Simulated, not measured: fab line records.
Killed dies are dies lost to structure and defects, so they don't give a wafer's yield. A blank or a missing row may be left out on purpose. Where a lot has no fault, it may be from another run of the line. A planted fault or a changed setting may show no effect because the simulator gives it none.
Chamber matching    flow n5-finfet    N5_BEOL_M6_PECVD_70 on pecvd-03 has 3 sister chambers
The step deposits SiO2 from TEOS/O2, target thk 20 nm, time 22.7 s. 14 wafers are shown with their chamber, then 7 later ones without.

## WAFERS WITH THEIR CHAMBER
wafer   chamber  heater-power-w (W)  showerhead-plenum-p-Torr (Torr)  throttle-valve-pct (%)
L078.2  2        851                 8.84                             22.2
L078.4  1        629                 8.82                             22.8
L078.6  0        876                 8.76                             23.3
L077.2  2        863                 8.87                             22.3
L077.3  0        841                 8.73                             23.1
L077.6  2        848                 8.82                             22.3
L084.1  2        848                 8.85                             22.6
L084.2  1        625                 8.84                             22.7
L084.3  0        839                 8.76                             22.9
L076.2  1        603                 8.82                             22.8
L076.4  1        623                 8.84                             22.7
L076.6  2        847                 8.85                             22.4
L091.2  2        807                 8.84                             22.6
L091.4  1        706                 8.83                             22.7

SIGNATURES, as means of the wafers listed above
reading                   chamber 0  chamber 1  chamber 2  scatter within a chamber
heater-power-w            852.00     637.20     844.00     28.6
showerhead-plenum-p-Torr  8.7500     8.8300     8.8450     0.0146
throttle-valve-pct        23.100     22.740     22.400     0.145
Rule: a wafer lies at a distance from a chamber equal to the root of the sum of squares, over the readings, of (its reading less the chamber's mean, divided by the reading's scatter). If the next closest chamber is less than 2 further off than the closest, the wafer can't be placed; otherwise it belongs to the closest. How the scatter is found: for the shown wafers, subtract from each reading the mean of its chamber, square and add these, divide the total by (wafers less chambers), then take the root.

## WAFERS WITH NO CHAMBER GIVEN
wafer   heater-power-w (W)  showerhead-plenum-p-Torr (Torr)  throttle-valve-pct (%)
L091.5  814                 8.84                             22.5
L086.2  775                 8.84                             22.7
L086.3  654                 8.82                             22.7
L086.4  665                 8.81                             22.6
L095.4  719                 8.84                             22.8
L095.5  830                 8.75                             23.4
L095.6  848                 8.84                             22.5

## THE CHAMBER EACH PASSED THROUGH
wafer   from the rows above      in truth
L091.5  2                        2
L086.2  can't be placed: 2 or 1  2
L086.3  1                        1
L086.4  1                        1
L095.4  1                        1
L095.5  0                        0
L095.6  2                        2
Correctly placed: 6 of 7. Can't be placed from these rows: 1 (the true chamber is among the candidates in 1). Wrongly placed: 0.
